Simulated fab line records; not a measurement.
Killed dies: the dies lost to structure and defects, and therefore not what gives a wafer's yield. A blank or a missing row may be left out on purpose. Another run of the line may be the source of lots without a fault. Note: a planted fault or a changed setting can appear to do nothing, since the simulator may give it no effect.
Split-lot experiment    flow n5Finfet    39 wafers read from 7 lots, route of 1938 steps

ABOUT THE SPLIT
At N5_BEOL_M15_DEP_53 (deposits SiCN from 3MS/NH3, target thk 50 nm, time 17.8 s), the setting timeS was moved away from the recipe's 17.8 s on 12 of the 39 wafers read, by -35.8% to +59.8%. For the rest of the wafers, this setting stayed at what the recipe calls for.

The reading is taken at the split's own step.

THE READING
SiCN_of_BEOL_M15_DEP_53.thkNm (the simulator's own value, which no gauge read), in nm, at N5_BEOL_M15_DEP_53 (deposits SiCN from 3MS/NH3, target thk 50 nm, time 17.8 s). There is no usual value for it anywhere in the file. The 27 wafers here that ran the recipe average 50.1 nm, standard deviation 0.62 nm.

wafer   tool, chamber at the split  timeS as run, s  against the recipe  SiCN_of_BEOL_M15_DEP_53.thkNm, nm  against lot-mates on the recipe
L075.1  pecvd-04, 1                 17.8             recipe              49.4                               -
L075.2  pecvd-04, 0                 17.8             recipe              48.8                               -
L075.3  pecvd-04, 2                 17.8             recipe              50                                 -
L075.4  pecvd-04, 0,1               13.9             -21.9%              39.8                               -9.6
L075.6  pecvd-04, 0,1               13.9             -21.9%              39.8                               -9.6
L075.5  pecvd-04, 2                 13.9             -21.9%              40                                 -9.4
L078.1  pecvd-02, 2                 26.09            +46.6%              72                                 +21.8
L078.2  pecvd-02, 0                 26.09            +46.6%              72.8                               +22.6
L078.3  pecvd-02, 1                 26.09            +46.6%              71.6                               +21.4
L078.4  pecvd-02, 2,1               17.8             recipe              50                                 -
L078.5  pecvd-02, 2,1               17.8             recipe              50                                 -
L078.6  pecvd-02, 0                 17.8             recipe              50.6                               -
L080.1  pecvd-03, 2                 17.8             recipe              48.8                               -
L080.2  pecvd-03, 1                 17.8             recipe              49.8                               -
L080.3  pecvd-03, 0                 17.8             recipe              49                                 -
L080.4  pecvd-03, 1                 17.8             recipe              50.6                               -
L080.5  pecvd-03, 0,2               17.8             recipe              50                                 -
L080.6  pecvd-03, 0,2               17.8             recipe              50                                 -
L084.2  pecvd-02, 0                 17.8             recipe              50.8                               -
L084.4  pecvd-02, 0                 17.8             recipe              51.2                               -
L084.6  pecvd-02, 1                 17.8             recipe              50.6                               -
L088.1  pecvd-03, 0                 17.8             recipe              49.2                               -
L088.2  pecvd-03, 1                 11.42            -35.8%              32.4                               -17.5
L088.3  pecvd-03, 2                 11.42            -35.8%              31.6                               -18.3
L088.4  pecvd-03, 1                 11.42            -35.8%              33.2                               -16.7
L088.5  pecvd-03, 2                 17.8             recipe              50                                 -
L088.6  pecvd-03, 0                 17.8             recipe              50.4                               -
L096.1  pecvd-02, 1                 28.45            +59.8%              79                                 +28.5
L096.2  pecvd-02, 0                 28.45            +59.8%              79.6                               +29.1
L096.3  pecvd-02, 2                 17.8             recipe              50.2                               -
L096.4  pecvd-02, 1                 17.8             recipe              50.6                               -
L096.5  pecvd-02, 2                 17.8             recipe              50.8                               -
L096.6  pecvd-02, 0                 28.45            +59.8%              80.4                               +29.9
L097.1  pecvd-03, 2                 17.8             recipe              49.8                               -
L097.2  pecvd-03, 0                 17.8             recipe              49.4                               -
L097.3  pecvd-03, 1                 17.8             recipe              50                                 -
L097.4  pecvd-03, 0,2               17.8             recipe              50.4                               -
L097.5  pecvd-03, 0,2               17.8             recipe              50.4                               -
L097.6  pecvd-03, 1                 17.8             recipe              50.8                               -
Rows listing several chambers each stand for several wafers; the file does not say which wafer went through which chamber.

FIT RESULTS
A straight line over all 39 wafers: SiCN_of_BEOL_M15_DEP_53.thkNm changes by +0.486 nm for each +1% of timeS; r = +1.00; the points scatter about the line by 0.66 nm.
The same after taking each lot's own level away (the mean of its wafers on the recipe; 39 wafers): +0.479 nm for each +1%; r = +1.00; scatter 0.59 nm.
That fit puts the effect of the largest move of timeS on the reading at 29 nm.
Across the lots, their own levels run from 49.40 to 50.87 nm, a range of 2.3 times the standard deviation given above.
Hence the lot-to-lot level has little effect on the slope; both slopes agree.
Check: with one of the wafers moved furthest among these (+59.8%) left out of the fit, the line predicts +28.7 nm for it against its lot-mates. It came out at +28.5 nm against them.

FURTHER SPLITS ON THESE WAFERS
Other splits were also applied to these wafers ahead of the reading. Each is held against what the fit with the lots' levels taken away leaves over:
other split on the same wafers       wafers away from the commonest value  r with SiCN_of_BEOL_M15_DEP_53.thkNm (lot level and that fit taken away)
N5_FIN_SAQP_HM_DEP_03 timeS          15                                    -0.01
N5_HKMG_FIN_ALD_71 aldCycles         12                                    -0.09
N5_BEOL_M3_VIA_ETCH_34 targetDepthA  9                                     -0.02
N5_BEOL_M11_ILD_DEP_00 targetThkA    12                                    +0.08

FILE'S OWN FIT
SiCN_of_BEOL_M15_DEP_53.thkNm changes by +0.479 nm for each +1% of timeS, r = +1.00.
